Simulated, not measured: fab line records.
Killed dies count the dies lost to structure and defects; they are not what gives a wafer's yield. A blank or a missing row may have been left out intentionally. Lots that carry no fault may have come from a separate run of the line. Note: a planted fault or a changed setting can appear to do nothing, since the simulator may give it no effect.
Problem report in the 8D (eight disciplines) form, filled by code + flow nand harc + the parts of the form that need people (team, actions taken, sign-off) are left out

## 1. THE PROBLEM
killed at array at NHARC_END_SORT_01 reads a mean of 257 on 1 wafer of 1 lot; wafers without a fault read 41 with a standard deviation of 10. That is +22 standard deviations from the usual mean.
The first sign was on wafer L428.5 at day 29 04:02, on prober-02. The record holds 9 wafers of 3 lots with a number at this step. The rule behind "out" and "out of limits": a value lying over 4 standard deviations away from the usual mean. The rest of the wafers with a number are treated as sound.

## 2. WHAT IT IS, AND WHAT IT ISN'T
| question                    | is                           | is not                                                                   |
|-----------------------------|------------------------------|--------------------------------------------------------------------------|
| which readings at this step | killed at array, killed dies | killed at other, killed at periphery, killed open, killed short          |
| which lots                  | L428                         | L422, L434                                                               |
| which wafers of those lots  | L428.5                       | L428.1, L428.6                                                           |
| read on which gauges        | prober-02                    | prober-01                                                                |
| when                        | from day 29 04:02            | up to then (4 sound wafers); but 4 sound wafers of L428, L434 came after |

## 3. THE SUSPECTS, EACH WITH WHAT RULES IT OUT
Counting: a tool at a process step up to the reading stays a suspect if it ran every lot that is out. Sound lots after the first of them don't rule it out here, since some wafers of a struck lot are sound.
- the gauge at NHARC_END_SORT_01: kept. All the wafers that are out were read on prober-02, and no step on other tools shows them out.
- cmp-04 at NHARC_A_STAIRCASE_CMP_450 (polishes SiO2, target thk 200 nm): kept. It ran the lot that is out, L428 (day 23 14:40).
- pvd sputter-01 at NHARC_THIN_TSV_PRE_CLEAN_54 (time 30 s): kept. It ran the lot that is out, L428 (day 28 16:25).
- Within cmp-04 at NHARC_A_STAIRCASE_CMP_450: the wafers that are out ran in chamber 1; their sound lot-mates ran in chambers 0, 2.
The count leaves cmp-04 at NHARC_A_STAIRCASE_CMP_450, pvd sputter-01 at NHARC_THIN_TSV_PRE_CLEAN_54, and prober-02 at NHARC_END_SORT_01.

## 4. THE CAUSE (what the simulator had put in)
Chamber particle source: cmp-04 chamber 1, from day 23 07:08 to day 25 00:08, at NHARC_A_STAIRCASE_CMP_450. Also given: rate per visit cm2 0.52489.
3 suspects survive the count, and this tool is in that group.

## 5. SEQUENCE OF EFFECTS, ordered by route
Rows list readings where the struck wafers' mean (over those with a number) sits beyond 3 standard deviations from the usual. Readings are gone through only where the record gives a usual standard deviation; hours: the median, over the lots, of the time from a lot's start at the first step in this table giving one to that lot's start at this step; sigmas: the change measured in usual standard deviations.
| hours | step              | reading         | usual | on struck wafers | change | sigmas |
|-------|-------------------|-----------------|-------|------------------|--------|--------|
| 0     | NHARC_END_SORT_01 | killed at array | 41    | 257              | +216   | +22    |
| 0     | NHARC_END_SORT_01 | killed dies     | 46    | 262              | +216   | +22    |

## 6. HOW IT WOULD HAVE BEEN CAUGHT EARLIER
The first out-of-limits reading at a measuring or inspecting step in this record came at day 29 04:02, 141 hours after the fault's start at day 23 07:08.
An alarm limit of 4 standard deviations would not have fired on the tool readings at NHARC_A_STAIRCASE_CMP_450 for which the record gives a usual standard deviation, since none of them was out on any struck wafer.
All the lots that are out (1) had begun NHARC_A_STAIRCASE_CMP_450 on cmp-04 by day 29 04:02. Tool hold at that time: it would have spared none of them.
